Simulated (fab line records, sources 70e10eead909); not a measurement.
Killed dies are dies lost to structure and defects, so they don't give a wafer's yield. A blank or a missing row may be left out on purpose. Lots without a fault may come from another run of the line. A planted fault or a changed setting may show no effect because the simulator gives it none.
fab line records | flow nand_harc
record lots=6 wafers=18 last_day=23
route steps=1159 shown P_M2@330
lots that met no fault: from a run of the same line without faults
start_h: hours from the record's first day to the start of the lot's first wafer shown | wait_h: hours since the lot's step before | " the same as in the row above | L1.1+2: a row that stands for several wafers | - no value, or no start given | * or withheld: withheld | < > ~ a bound
route shown NAME@n: a module of which the file shows steps, and the number in the route of the first | usual: mean/standard deviation of fault-free wafers | same: alike in all rows | chamber/n: place in a boat | sites: the reading at each site | _std_site: their standard deviation | _edge_site: outer sites' mean less inner sites' | radius_mm: how far each site lies from the wafer's centre | mask NAME#n: copy n | behind: the tool/chamber that last shaped the wafer | hold: why the lot was held/for how many hours/how that ended | device: the transistor (n, p or np) that didn't switch | end of line: the same wafers' tests at the end of the route | a step without rows: its recipe alone | killed: dies lost to structure and defects at the first sort, not the wafer's yield | map: a wafer's dies, x killed, . not, _ none there
set.NAME: the setting as run; set.NAME@STEP: as run at that earlier step | model.NAME: the simulator's own value behind a step, which no gauge read
lots at some steps of the route; a table a step, a row a wafer
services: from which hour (start_h, from the record's first day; less than 0 if before it) a tool's chamber was out of use, for how many hours, and why
## steps
# step NHARC_P_M2_INSPECT_11
# usual raw_defect_count=4.3/2.7
# columns lot.wafer tool chamber start_h wait_h raw_defect_count
L489.2 defect_inspect-01 - 136.14 0.0 4
L489.4 " - " " 2
L489.5 " - " " 1
L495.1 defect_inspect-01 - 167.83 0.0 2
L495.3 " - " " 6
L495.4 " - " " 7
L501.2 defect_inspect-02 - 203.19 0.0 9
L501.4 " - " " 5
L501.6 " - " " 4
L499.2 defect_inspect-01 - 204.88 0.0 2
L499.4 " - " " 1
L499.6 " - " " 0
L507.1 defect_inspect-01 - 238.09 0.0 5
L507.2 " - " " 3
L507.5 " - " " 2
L506.3 defect_inspect-02 - 242.48 0.0 14
L506.4 " - " " 8
L506.5 " - " " 9
# step NHARC_P_M2_DESCUM_14
# recipe time_s=3 o2_flow_sccm=200 ar_flow_sccm=0 bias_power_w=0 chemistry=O2
# usual drypump_motor_current_A=5.8/0.37 oes_product_au=1.002/0.017 rf_vpp_V=57.7/0.86 showerhead_plenum_p_Torr=1.92/0.076 throttle_valve_pct=11.311/0.0099
# same bias_power_w=0
# columns lot.wafer tool chamber start_h wait_h drypump_motor_current_A oes_product_au rf_hours_counter_h rf_vpp_V showerhead_plenum_p_Torr throttle_valve_pct
L489.2 rie_diel-11 3 136.20 0.1 6.2 1.008 4 58.2 2.04 11.327
L489.4 " 2 " " 5.8 0.981 4 58.2 1.85 11.317
L489.5 " 3 " " 6.2 1.010 - 59.7 2.04 11.311
L495.4 rie_diel-11 1 167.90 0.1 5.3 1.024 6 57.3 1.95 11.314
L495.1 " 3 " " 6.2 1.020 6 58.6 2.04 11.297
L495.3 " 0 " " 5.6 0.986 6 57.8 1.97 11.309
L501.2 rie_diel-11 3 203.26 0.1 6.2 1.009 0 56.9 2.04 11.311
L501.4 " 0 " " 5.6 0.993 0 58.4 1.97 11.309
L501.6 " 2 " " 5.8 0.985 - 58.3 1.85 11.322
L499.4 rie_diel-11 3 204.94 0.1 6.2 1.013 0 58.6 2.04 11.301
L499.2 " 2 " " 5.7 0.973 0 57.2 1.85 11.304
L499.6 " 0 " " 5.6 1.004 - 57.3 1.97 11.317
L507.2 rie_diel-12 2 238.16 0.1 5.4 0.987 3 57.0 1.93 11.303
L507.1 " 0 " " 6.6 1.004 3 57.6 1.90 11.304
L507.5 " 1 " " 6.0 1.011 - 56.7 1.88 11.307
L506.3 rie_diel-11 0 242.54 0.1 5.6 1.000 2 56.5 1.97 11.308
L506.5 " 0 " " 5.6 0.999 - 57.5 1.97 11.299
L506.4 " 3 " " 6.2 1.003 - 58.3 2.04 11.309
# step NHARC_P_M2_ETCH_35
# recipe target_depth_a=400 overetch_a=120 time_s=43.94 ion_energy_ev=200 n2_flow_sccm=150 h2_flow_sccm=150 ar_flow_sccm=0 rf_w=400 bias_w=150 chemistry=N2/H2
# usual drypump_motor_current_A=5.8/0.37 oes_product_au=1.003/0.017 rf_vpp_V=430.9/2.5 showerhead_plenum_p_Torr=2.05/0.084 throttle_valve_pct=14.171/0.0099
# columns lot.wafer tool chamber start_h wait_h drypump_motor_current_A oes_product_au rf_hours_counter_h rf_vpp_V showerhead_plenum_p_Torr throttle_valve_pct
L489.4 rie_diel-11 3 136.29 0.1 6.1 1.022 4 434.8 2.18 14.164
L489.2 " 1 " " 5.3 1.034 4 431.9 2.08 14.168
L489.5 " 3 " " 6.2 1.018 - 434.2 2.18 14.174
L495.1 rie_diel-11 3 167.98 0.1 6.2 1.018 6 434.0 2.18 14.189
L495.3 " 1 " " 5.3 1.041 6 432.5 2.08 14.158
L495.4 " 2 " " 5.8 0.987 6 425.6 1.97 14.179
L501.2 rie_diel-11 3 203.34 0.1 6.2 0.998 0 434.2 2.18 14.176
L501.4 " 0 " " 5.6 0.999 0 433.5 2.11 14.186
L501.6 " 2 " " 5.8 0.982 - 428.4 1.97 14.179
L499.2 rie_diel-11 1 205.03 0.1 5.3 1.028 0 431.0 2.08 14.180
L499.4 " 3 " " 6.2 1.004 0 433.2 2.18 14.176
L499.6 " 0 " " 5.6 0.996 - 432.3 2.11 14.174
L507.1 rie_diel-12 2 238.25 0.1 5.4 0.982 3 432.1 2.05 14.155
L507.2 " 3 " " 6.3 1.031 3 427.3 1.90 14.164
L507.5 " 1 " " 6.0 1.018 - 430.4 2.01 14.161
L506.3 rie_diel-11 3 242.64 0.1 6.2 0.998 2 434.6 2.18 14.164
L506.5 " 3 " " 6.2 0.988 - 432.2 2.18 14.165
L506.4 " 0 " " 5.7 0.999 - 432.2 2.10 14.172
# step NHARC_P_M2_ETCH_15
# recipe target_depth_a=1825 time_s=91.2 c4f8_flow_sccm=withheld ar_flow_sccm=400 rf_w=600 bias_w=300 chemistry=C4F8/Ar
# step NHARC_P_M2_CD_MEAS_16
# usual cd_nm=170.3/1.1
# columns lot.wafer tool chamber start_h wait_h cd_nm
L489.2 cd_sem-02 - 136.50 - 170.2
L489.4 " - " " 168.8
L489.5 " - " " 168.2
L495.1 cd_sem-03 - 168.68 - 169.2
L495.3 " - " " 170.7
L495.4 " - " " 169.6
L501.2 cd_sem-03 - 203.55 - 170.4
L501.4 " - " " 170.6
L501.6 " - " " 169.9
L499.2 cd_sem-03 - 205.26 - 170.4
L499.4 " - " " 169.5
L499.6 " - " " 170.1
L507.1 cd_sem-02 - 238.46 - 172.5
L507.2 " - " " 170.5
L507.5 " - " " 168.7
L506.3 cd_sem-02 - 242.89 - 171.0
L506.4 " - " " 169.7
L506.5 " - " " 171.1
# step NHARC_P_M2_STRIP_18
# recipe power_w=1000 n2_flow_sccm=150 h2_flow_sccm=150 ar_flow_sccm=0 bias_w=0 chemistry=N2/H2
# usual drypump_motor_current_A=5.8/0.35 oes_product_au=1.002/0.017 rf_vpp_V=90.7/1.1 showerhead_plenum_p_Torr=2.06/0.082 throttle_valve_pct=14.169/0.0087
# columns lot.wafer tool chamber start_h wait_h drypump_motor_current_A oes_product_au rf_hours_counter_h rf_vpp_V showerhead_plenum_p_Torr throttle_valve_pct
L489.4 rie_diel-11 0 136.58 0.1 5.7 0.970 4 92.0 2.11 14.170
L489.2 " 2 " " 5.8 0.980 4 89.1 1.97 14.169
L489.5 " 1 " " 5.3 1.028 - 91.6 2.08 14.169
L495.3 rie_diel-11 1 168.79 0.1 5.3 1.020 6 90.9 2.08 14.159
L495.1 " 2 " " 5.8 0.996 6 88.0 1.97 14.168
L495.4 " 2 " " 5.7 0.999 - 89.4 1.97 14.168
L501.4 rie_diel-11 1 203.62 0.1 5.3 1.021 0 90.6 2.08 14.171
L501.2 " 2 " " 5.8 0.975 0 89.7 1.97 14.166
L501.6 " 2 " " 5.8 0.977 - 92.1 1.97 14.160
L499.2 rie_diel-11 1 205.36 0.1 5.3 1.034 0 90.2 2.08 14.163
L499.4 " 3 " " 6.2 1.006 0 92.0 2.18 14.169
L499.6 " 1 " " 5.4 1.031 - 90.3 2.08 14.165
L507.2 rie_diel-11 2 238.53 0.1 5.8 0.971 2 89.5 1.97 14.171
L507.1 " 1 " " 5.3 1.033 2 91.7 2.08 14.172
L507.5 " 2 " " 5.8 0.982 - 89.6 1.97 14.161
L506.3 rie_diel-11 0 242.99 0.1 5.6 0.999 2 91.5 2.11 14.168
L506.4 " 0 " " 5.7 0.994 - 90.8 2.10 14.165
L506.5 " 2 " " 5.8 1.001 - 88.9 1.97 14.165
# step NHARC_P_M2_ETCH_28
# recipe target_depth_a=300 over_etch_frac=0.3 time_s=72.99 ion_energy_ev=150 cf4_flow_sccm=50 n2_flow_sccm=100 ar_flow_sccm=150 rf_w=300 bias_w=100 chemistry=CF4/N2
# step NHARC_P_M2_STRIP_19
# recipe time_s=600 temp_c=30 chemistry=post_etch_residue_remover
# step NHARC_P_M2_DEGAS_29
# recipe temp_c=250 time_s=60
# usual heater_power_w=312/37
# columns lot.wafer tool chamber start_h wait_h heater_power_w
L489.4 pvd_sputter-01 - 137.21 - 274
L489.2 " - " " 276
L489.5 " - " " 291
L495.3 pvd_sputter-03 - 169.46 - 311
L495.4 " - " " 329
L495.1 " - " " 287
L501.2 pvd_sputter-02 - 204.33 - 279
L501.4 " - " " 297
L501.6 " - " " 276
L499.2 pvd_sputter-03 - 205.98 - 296
L499.4 " - " " 331
L499.6 " - " " 309
L507.1 pvd_sputter-02 - 239.18 - 279
L507.2 " - " " 342
L507.5 " - " " 281
L506.3 pvd_sputter-01 - 243.67 - 287
L506.4 " - " " 267
L506.5 " - " " 291
# step NHARC_P_M2_PRE_CLEAN_30
# recipe time_s=30 temp_c=280 gas=H2/He
# step NHARC_P_M2_PVD_20
# recipe target_thk_a=50 bias_v=168.6 power_w=15000 chamber_pressure_pa=0.12 time_s=8.06 substrate_temp_c=50 material=TaN
# step NHARC_P_M2_PVD_21
# recipe target_thk_a=300 chamber_pressure_pa=5 power_w=5000 substrate_temp_c=30 time_s=20.49 material=Cu
# step NHARC_P_M2_ECD_22
# recipe target_thk_a=4000 bath_temp_c=25 material=Cu
# columns lot.wafer tool chamber start_h wait_h
L489.2+4+5 ecd_cu-01 0,1,0 137.58 -
L495.1+3+4 ecd_cu-02 0,1,0 169.87 -
L501.2+4+6 ecd_cu-02 1 204.76 -
L499.2+4+6 ecd_cu-02 1,0,0 206.34 -
L507.2+1+5 ecd_cu-01 1,0,1 239.53 -
L506.4+3+5 ecd_cu-01 0,1,1 244.41 -
# step NHARC_P_M2_ANNEAL_31
# recipe temp_c=225 time_s=90
# usual anneal_temp_c=224.98/0.18 anneal_temp_c_max=225.77/0.3 wafer_temp_C_max=226.04/0.25
# columns lot.wafer tool chamber start_h wait_h anneal_temp_c anneal_temp_c_max wafer_temp_C_max
L489.2 rtp_anneal-02 0 138.02 0.4 225.13 225.75 226.57
L489.4 " 0 " " 225.22 226.10 226.09
L489.5 " 0 " " 224.95 225.43 226.42
L495.1 rtp_anneal-02 0 170.20 0.3 225.09 225.67 226.37
L495.3 " 0 " " 224.96 225.44 226.23
L495.4 " 0 " " 224.74 225.36 226.20
L501.2 rtp_anneal-02 0 205.22 0.4 224.88 225.52 226.07
L501.4 " 0 " " 224.82 225.35 225.83
L501.6 " 0 " " 224.81 225.57 226.26
L499.2 rtp_anneal-02 0 206.76 - 225.17 225.60 226.07
L499.4 " 0 " " 225.18 225.75 225.95
L499.6 " 0 " " 225.42 226.05 225.86
L507.1 rtp_anneal-01 0 239.92 0.3 224.96 226.01 225.72
L507.2 " 0 " " 224.92 225.82 226.17
L507.5 " 0 " " 225.06 225.84 225.95
L506.3 rtp_anneal-02 0 244.80 0.3 224.88 225.62 226.21
L506.4 " 0 " " 225.04 225.62 226.30
L506.5 " 0 " " 225.10 225.65 225.74
# step NHARC_P_M2_CMP_23
# recipe t_overpolish_s=20 target_thk_nm=144.3
# usual edge_zone_pressure_frac=1.000/0.0048 motor_current_A=12.0/1.5 time_to_endpoint_s=29/3.4
# columns lot.wafer tool chamber start_h wait_h edge_zone_pressure_frac motor_current_A time_to_endpoint_s
L489.2 cmp-03 3 138.37 - 1.003 14.8 28
L489.4 " 0 " " 0.998 10.6 32
L489.5 " 2 " " 1.007 13.0 27
L495.3 cmp-03 2 170.58 - 1.001 12.5 24
L495.1 " 3 " " 1.000 15.4 26
L495.4 " 0 " " 0.997 10.3 30
L501.4 cmp-03 1 205.51 - 1.002 11.3 14
L501.2 " 0 " " 1.003 10.7 18
L501.6 " 1 " " 1.006 11.5 13
L499.2 cmp-03 0 207.06 - 1.004 11.0 19
L499.4 " 1 " " 1.005 11.6 14
L499.6 " 1 " " 1.003 11.0 17
L507.2 cmp-03 2 240.30 - 1.008 12.7 27
L507.1 " 0 " " 0.997 10.7 34
L507.5 " 2 " " 1.005 13.3 29
L506.3 cmp-01 2 245.04 - 0.999 10.3 32
L506.4 " 1 " " 0.993 11.8 29
L506.5 " 3 " " 0.999 10.7 25
## services
# columns tool chamber start_h hours kind
ecd_cu-01 - 133.24 1.6 repair
cmp-03 - 144.96 1.5 repair
pvd_sputter-02 - 148.48 3.7 repair
rie_diel-11 0 152.29 2.6 repair
cmp-03 - 156.00 4.0 pm
pvd_sputter-01 - 158.00 10.0 pm
cmp-01 - 158.02 2.4 repair
rie_diel-12 1 161.78 6.8 repair
ecd_cu-01 - 162.82 2.4 repair
cmp-01 - 168.16 0.5 repair
rie_diel-11 3 168.26 18.9 repair
pvd_sputter-03 - 176.10 4.3 repair
cmp-03 - 177.27 2.0 repair
cmp-01 - 179.64 4.0 pm
ecd_cu-02 - 180.16 8.0 pm
rie_diel-12 0 180.73 6.9 repair
pvd_sputter-03 - 184.20 6.2 repair
rie_diel-11 - 189.50 9.0 pm
rie_diel-12 - 202.54 9.0 pm
pvd_sputter-02 - 214.00 10.0 pm
cmp-03 - 215.34 7.8 repair
rie_diel-12 1 232.61 3.2 repair
rie_diel-11 1 241.05 7.2 repair
pvd_sputter-02 - 241.48 1.1 repair
## key
first_sign step=NHARC_P_M2_CMP_23 reading=time_to_endpoint_s direction=down sigmas=3.7 usual=* struck=*
effect none on later readings
met_at NHARC_P_M2_ECD_22
struck_wafers L499.2,L499.4,L499.6,L501.2,L501.4,L501.6
later_rows_left_out L499.2,L499.4,L499.6,L501.2,L501.4,L501.6
sort_left_out L499.2,L499.4,L499.6,L501.2,L501.4,L501.6
onset_between 169.87 204.76
fault kind=process_parameter_drift tool=ecd_cu-02 chamber=- onset_h=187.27 steps=NHARC_P_M2_ECD_22 channel=target_thk_a offset=* shape=step end_h=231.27 acts_in=* stated=*
# sort_left_out: the simulated sort isn't trusted on such a fault, so these wafers' sort isn't shown, and their yield isn't known
# later_rows_left_out: the simulator's readings of these wafers behind a module that went badly wrong aren't trusted and aren't shown, but for the sort
